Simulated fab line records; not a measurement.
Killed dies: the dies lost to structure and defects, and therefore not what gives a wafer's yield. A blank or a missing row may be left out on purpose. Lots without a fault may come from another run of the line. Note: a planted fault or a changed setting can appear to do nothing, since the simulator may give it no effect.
What tool caused it? + flow nand_harc + 14 lots, 42 wafers sampled, at 4 steps of a route of 1159

== WHAT EACH GAUGE READ, for each wafer ==
Not one reading of a measure or inspect step in the record can be checked against a usual standard deviation.

== EACH LOT AND THE TOOL THAT RAN IT (in order: tool; ch and the chambers of the sampled wafers; start) ==
| lot  | NHARC_A_WL_FILL_ETCHBACK_26      | NHARC_A_CONTACT_DEP_24          | NHARC_A_CONTACT_EXPOSE_39          | NHARC_A_CONTACT_DESCUM_47          |
|------|----------------------------------|---------------------------------|------------------------------------|------------------------------------|
| L636 | rie_si-02 ch 0,1,2, day 15 14:51 | pecvd-01 ch 0,1,2, day 15 22:59 | arfi_scanner-03 ch 0, day 16 08:19 | rie_diel-03 ch 1,2,3, day 16 08:38 |
| L640 | rie_si-03 ch 0,2, day 16 19:13   | pecvd-04 ch 0,1,2, day 17 07:06 | arfi_scanner-03 ch 0, day 17 10:52 | rie_diel-12 ch 1,2,3, day 17 11:10 |
| L644 | rie_si-03 ch 0,2,3, day 18 05:46 | pecvd-04 ch 0,1, day 18 12:02   | arfi_scanner-02, day 18 15:37      | rie_diel-03 ch 0,1,3, day 18 15:58 |
| L646 | rie_si-01 ch 1,2,3, day 18 08:31 | pecvd-02 ch 0,1, day 18 16:40   | arfi_scanner-02, day 18 19:53      | rie_diel-03 ch 0,3, day 18 20:13   |
| L648 | rie_si-03 ch 1,2, day 19 00:59   | pecvd-02 ch 0,1, day 19 07:12   | arfi_scanner-03 ch 0, day 19 10:40 | rie_diel-12 ch 1,2,3, day 19 10:59 |
| L650 | rie_si-01 ch 0,1,2, day 19 05:49 | pecvd-02 ch 1,2, day 19 12:05   | arfi_scanner-03 ch 0, day 19 15:32 | rie_diel-08 ch 0,1,2, day 19 15:52 |
| L649 | rie_si-02 ch 0,2,3, day 19 05:52 | pecvd-04 ch 0,2, day 19 12:04   | arfi_scanner-02 ch 0, day 19 15:23 | rie_diel-03 ch 1,2, day 19 15:43   |
| L652 | rie_si-02 ch 0,1, day 19 11:48   | pecvd-02 ch 0,2, day 19 18:00   | arfi_scanner-01 ch 0, day 19 22:50 | rie_diel-03 ch 0,1,3, day 19 23:10 |
| L651 | rie_si-01 ch 0,2,3, day 19 11:49 | pecvd-01 ch 0,1,2, day 19 18:06 | arfi_scanner-02 ch 0, day 19 22:59 | rie_diel-03 ch 0,2,3, day 19 23:20 |
| L653 | rie_si-01 ch 0,1,2, day 20 11:47 | pecvd-04 ch 0,1,2, day 20 18:53 | arfi_scanner-01 ch 0, day 21 00:07 | rie_diel-03 ch 0,3, day 21 00:28   |
| L654 | rie_si-03 ch 1,2,3, day 20 11:49 | pecvd-02 ch 0,2, day 20 19:25   | arfi_scanner-02 ch 0, day 21 00:17 | rie_diel-12 ch 2,3, day 21 00:38   |
| L655 | rie_si-03 ch 1,2,3, day 20 16:54 | pecvd-04 ch 0,2, day 21 01:16   | arfi_scanner-01 ch 0, day 21 08:07 | rie_diel-08 ch 1,3, day 21 08:27   |
| L656 | rie_si-02 ch 0,2,3, day 20 16:56 | pecvd-02 ch 0,1, day 21 01:10   | arfi_scanner-01 ch 0, day 21 06:10 | rie_diel-12 ch 0,1,2, day 21 06:32 |
| L658 | rie_si-01 ch 0,3, day 20 20:13   | pecvd-01 ch 0,2, day 21 05:41   | arfi_scanner-02 ch 0, day 21 12:10 | rie_diel-08 ch 0,1, day 21 12:31   |
- NHARC_A_WL_FILL_ETCHBACK_26: etches the open film in HBr, target depth 52 nm, time 13.3 s.
- NHARC_A_CONTACT_DEP_24: deposits SiO2, target thk 500 nm.
- NHARC_A_CONTACT_EXPOSE_39: exposes mask A CC 3.
- NHARC_A_CONTACT_DESCUM_47: chemistry O2, time 3 s.

== WHAT THE TOOLS THEMSELVES READ (means of the sampled wafers that have a number; where no wafer has one, the mark that the record gives instead) ==
NHARC_A_WL_FILL_ETCHBACK_26. Usual: drypump_motor_current_A 5.9 A, standard deviation 0.44; oes_product_au 1.003 a.u., standard deviation 0.0068; throttle_valve_pct 23.267 %, standard deviation 0.01.
| lot  | tool      | drypump_motor_current_A (A) | oes_product_au (a.u.) | throttle_valve_pct (%) | flag |
|------|-----------|-----------------------------|-----------------------|------------------------|------|
| L636 | rie_si-02 | 6.1                         | 1.008                 | 23.261                 |      |
| L640 | rie_si-03 | 5.6                         | 1.000                 | 23.271                 |      |
| L644 | rie_si-03 | 5.9                         | 1.012                 | 23.259                 |      |
| L646 | rie_si-01 | 5.6                         | 1.000                 | 23.258                 |      |
| L648 | rie_si-03 | 6.3                         | 1.006                 | 23.268                 |      |
| L650 | rie_si-01 | 5.9                         | 0.998                 | 23.267                 |      |
| L649 | rie_si-02 | 5.7                         | 0.997                 | 23.268                 |      |
| L652 | rie_si-02 | 5.9                         | 1.001                 | 23.271                 |      |
| L651 | rie_si-01 | 5.8                         | 1.001                 | 23.264                 |      |
| L653 | rie_si-01 | 5.9                         | 1.000                 | 23.275                 |      |
| L654 | rie_si-03 | 6.3                         | 0.999                 | 23.263                 |      |
| L655 | rie_si-03 | 6.2                         | 1.004                 | 23.268                 |      |
| L656 | rie_si-02 | 5.7                         | 1.001                 | 23.267                 |      |
| L658 | rie_si-01 | 5.7                         | 1.002                 | 23.277                 |      |

NHARC_A_CONTACT_DEP_24. Usual: heater_power_w 520 W, standard deviation 84; showerhead_vpp_V 1914 V, standard deviation 81; throttle_valve_pct 16.0 %, standard deviation 0.44.
| lot  | tool     | heater_power_w (W) | showerhead_vpp_V (V) | throttle_valve_pct (%) | flag |
|------|----------|--------------------|----------------------|------------------------|------|
| L636 | pecvd-01 | 583                | 1903                 | 16.0                   |      |
| L640 | pecvd-04 | 456                | 1890                 | 15.7                   |      |
| L644 | pecvd-04 | 432                | 1962                 | 15.7                   |      |
| L646 | pecvd-02 | 569                | 1933                 | 16.1                   |      |
| L648 | pecvd-02 | 580                | 1964                 | 16.0                   |      |
| L650 | pecvd-02 | 572                | 1960                 | 15.8                   |      |
| L649 | pecvd-04 | 486                | 1940                 | 15.9                   |      |
| L652 | pecvd-02 | 572                | 1929                 | 16.3                   |      |
| L651 | pecvd-01 | 620                | 1904                 | 15.9                   |      |
| L653 | pecvd-04 | 456                | 1893                 | 16.0                   |      |
| L654 | pecvd-02 | 549                | 1899                 | 16.3                   |      |
| L655 | pecvd-04 | 492                | 1891                 | 16.1                   |      |
| L656 | pecvd-02 | 581                | 1974                 | 16.0                   |      |
| L658 | pecvd-01 | 623                | 1958                 | 15.9                   |      |

NHARC_A_CONTACT_EXPOSE_39. Usual: exposure_dose_mJ_cm2 58.73, standard deviation 0.054; focus_offset_nm 0.0 nm, standard deviation 0.59.
| lot  | tool            | exposure_dose_mJ_cm2 | focus_offset_nm (nm) | flag |
|------|-----------------|----------------------|----------------------|------|
| L636 | arfi_scanner-03 | 58.76                | -0.4                 |      |
| L640 | arfi_scanner-03 | 58.68                | -0.5                 |      |
| L644 | arfi_scanner-02 | -                    | -                    | OFF  |
| L646 | arfi_scanner-02 | -                    | -                    | OFF  |
| L648 | arfi_scanner-03 | 58.71                | 0.1                  |      |
| L650 | arfi_scanner-03 | 58.74                | -0.4                 |      |
| L649 | arfi_scanner-02 | 58.75                | 0.1                  |      |
| L652 | arfi_scanner-01 | 58.71                | 0.5                  |      |
| L651 | arfi_scanner-02 | 58.74                | 0.8                  |      |
| L653 | arfi_scanner-01 | 58.67                | -0.2                 |      |
| L654 | arfi_scanner-02 | 58.80                | -0.2                 |      |
| L655 | arfi_scanner-01 | 58.75                | 0.1                  |      |
| L656 | arfi_scanner-01 | 58.66                | -1.0                 |      |
| L658 | arfi_scanner-02 | 58.73                | -0.2                 |      |

NHARC_A_CONTACT_DESCUM_47. Usual: drypump_motor_current_A 5.9 A, standard deviation 0.44; o2_flow_sccm 200.0 sccm, standard deviation 0.61; oes_product_au 1.002 a.u., standard deviation 0.0073; rf_vpp_V 57.6 V, standard deviation 0.85; showerhead_plenum_p_Torr 1.89 Torr, standard deviation 0.08; throttle_valve_pct 11.312 %, standard deviation 0.0081.
| lot  | tool        | drypump_motor_current_A (A) | o2_flow_sccm (sccm) | oes_product_au (a.u.) | rf_vpp_V (V) | showerhead_plenum_p_Torr (Torr) | throttle_valve_pct (%) | flag |
|------|-------------|-----------------------------|---------------------|-----------------------|--------------|---------------------------------|------------------------|------|
| L636 | rie_diel-03 | 6.1                         | 200.4               | 1.003                 | 58.7         | 1.89                            | 11.307                 |      |
| L640 | rie_diel-12 | 5.6                         | 199.7               | 1.007                 | 57.3         | 1.87                            | 11.319                 |      |
| L644 | rie_diel-03 | 6.1                         | 199.9               | 0.999                 | 57.1         | 1.93                            | 11.322                 |      |
| L646 | rie_diel-03 | 6.3                         | 199.9               | 0.999                 | 57.2         | 1.89                            | 11.306                 |      |
| L648 | rie_diel-12 | 5.6                         | 199.8               | 1.010                 | 58.4         | 1.86                            | 11.310                 |      |
| L650 | rie_diel-08 | 5.8                         | 199.7               | 1.002                 | 57.3         | 1.88                            | 11.311                 |      |
| L649 | rie_diel-03 | 5.9                         | 200.6               | 1.003                 | 57.5         | 1.93                            | 11.318                 |      |
| L652 | rie_diel-03 | 6.1                         | 200.2               | 1.006                 | 57.6         | 1.93                            | 11.313                 |      |
| L651 | rie_diel-03 | 6.2                         | 199.5               | 0.999                 | 58.6         | 1.85                            | 11.318                 |      |
| L653 | rie_diel-03 | 6.3                         | 200.4               | 0.999                 | 57.7         | 1.88                            | 11.310                 |      |
| L654 | rie_diel-12 | 5.3                         | 200.9               | 0.996                 | 56.3         | 1.84                            | 11.310                 |      |
| L655 | rie_diel-08 | 5.2                         | 199.9               | 1.002                 | 57.4         | 1.82                            | 11.317                 |      |
| L656 | rie_diel-12 | 5.8                         | 199.5               | 1.000                 | 57.0         | 1.88                            | 11.306                 |      |
| L658 | rie_diel-08 | 5.9                         | 200.3               | 0.999                 | 57.9         | 1.94                            | 11.315                 |      |

== THE ANSWER, worked out from the rows above alone ==
Rule: lot off if the mean of its wafers having a number is beyond 3 standard deviations from the usual mean. A lot without any number at a reading at which 4 lots or more have one is off too. Where the step has rows for the other lots, those lots are counted as sound. The gauges are gone through in route order, then the tools' own readings, and for those a lot's mean is taken as printed above. The first step at which some lot is off is used, and at that step the reading that is off furthest; a lot without a number counts as furthest.
Off at NHARC_A_CONTACT_EXPOSE_39 (exposure_dose_mJ_cm2): L644, L646. Without a number there: L644, L646.
If a tool, at that step or one of the process steps before it, ran each lot that is off and ran no sound lot following the first of them, it fits. None of those tried fits.

== WHAT WAS PUT IN BY THE SIMULATOR ==
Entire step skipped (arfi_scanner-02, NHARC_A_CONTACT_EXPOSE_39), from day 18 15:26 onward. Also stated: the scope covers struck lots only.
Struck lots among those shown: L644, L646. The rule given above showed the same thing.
